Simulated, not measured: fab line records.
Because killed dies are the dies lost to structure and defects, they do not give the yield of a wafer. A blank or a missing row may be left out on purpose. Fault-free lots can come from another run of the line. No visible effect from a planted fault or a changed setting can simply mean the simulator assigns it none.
Chamber matching + flow n5 finfet + 3 sister chambers for N5_BEOL_M11_DEP_56 on pecvd-02
The step deposits SiCN from 3MS/NH3, target thk 30 nm, time 10.5 s. 18 wafers are shown with their chamber, then 9 later ones without.

## EACH WAFER AND ITS CHAMBER
| wafer  | chamber | throttle valve pct (%) | showerhead plenum p Torr (Torr) |
|--------|---------|------------------------|---------------------------------|
| L077.1 | 1       | 18.2                   | 4.153                           |
| L077.2 | 2       | 18.7                   | 4.171                           |
| L077.5 | 2       | 18.6                   | 4.180                           |
| L078.1 | 2       | 18.5                   | 4.163                           |
| L078.2 | 0       | 20.9                   | 4.173                           |
| L078.6 | 2       | 18.7                   | 4.173                           |
| L076.2 | 1       | 18.2                   | 4.156                           |
| L076.5 | 1       | 18.4                   | 4.151                           |
| L076.6 | 2       | 18.6                   | 4.151                           |
| L082.1 | 0       | 20.7                   | 4.164                           |
| L082.2 | 2       | 19.0                   | 4.153                           |
| L082.6 | 0       | 20.7                   | 4.154                           |
| L086.1 | 0       | 20.5                   | 4.172                           |
| L086.2 | 1       | 18.6                   | 4.151                           |
| L086.5 | 2       | 18.9                   | 4.163                           |
| L085.1 | 0       | 20.8                   | 4.160                           |
| L085.3 | 2       | 19.0                   | 4.159                           |
| L085.6 | 1       | 18.4                   | 4.144                           |

SIGNATURES, as means of the wafers listed above
| reading                  | chamber 0 | chamber 1 | chamber 2 | scatter within a chamber |
|--------------------------|-----------|-----------|-----------|--------------------------|
| throttle valve pct       | 20.720    | 18.360    | 18.750    | 0.175                    |
| showerhead plenum p Torr | 4.16460   | 4.15100   | 4.16413   | 0.00833                  |
Rule: a wafer lies at a distance from a chamber equal to the root of the sum of squares, over the readings, of (its reading less the chamber's mean, divided by the reading's scatter). The wafer belongs to the nearest chamber; if the next one is less than 2 further off, it can't be placed. How the scatter is found: for the shown wafers, subtract from each reading the mean of its chamber, square and add these, divide the total by (wafers less chambers), then take the root.

## WAFERS MISSING THEIR CHAMBER
| wafer  | throttle valve pct (%) | showerhead plenum p Torr (Torr) |
|--------|------------------------|---------------------------------|
| L087.1 | 20.6                   | 4.165                           |
| L087.4 | 20.8                   | 4.167                           |
| L087.6 | 18.7                   | 4.153                           |
| L092.2 | 18.4                   | 4.156                           |
| L092.3 | 20.6                   | 4.167                           |
| L092.5 | 18.1                   | 4.156                           |
| L097.1 | 20.6                   | 4.151                           |
| L097.2 | 18.6                   | 4.159                           |
| L097.6 | 18.6                   | 4.159                           |

## CHAMBER TAKEN BY EACH
| wafer  | from the rows above     | in truth |
|--------|-------------------------|----------|
| L087.1 | 0                       | 0        |
| L087.4 | 0                       | 0        |
| L087.6 | can't be placed: 2 or 1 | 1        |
| L092.2 | can't be placed: 1 or 2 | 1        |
| L092.3 | 0                       | 0        |
| L092.5 | 1                       | 1        |
| L097.1 | 0                       | 0        |
| L097.2 | can't be placed: 2 or 1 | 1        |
| L097.6 | can't be placed: 2 or 1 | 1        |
Correct placement for 5 of the 9. Cannot be placed on the basis of these rows: 4; the candidates contain the true chamber in 4. Placed wrongly: 0.
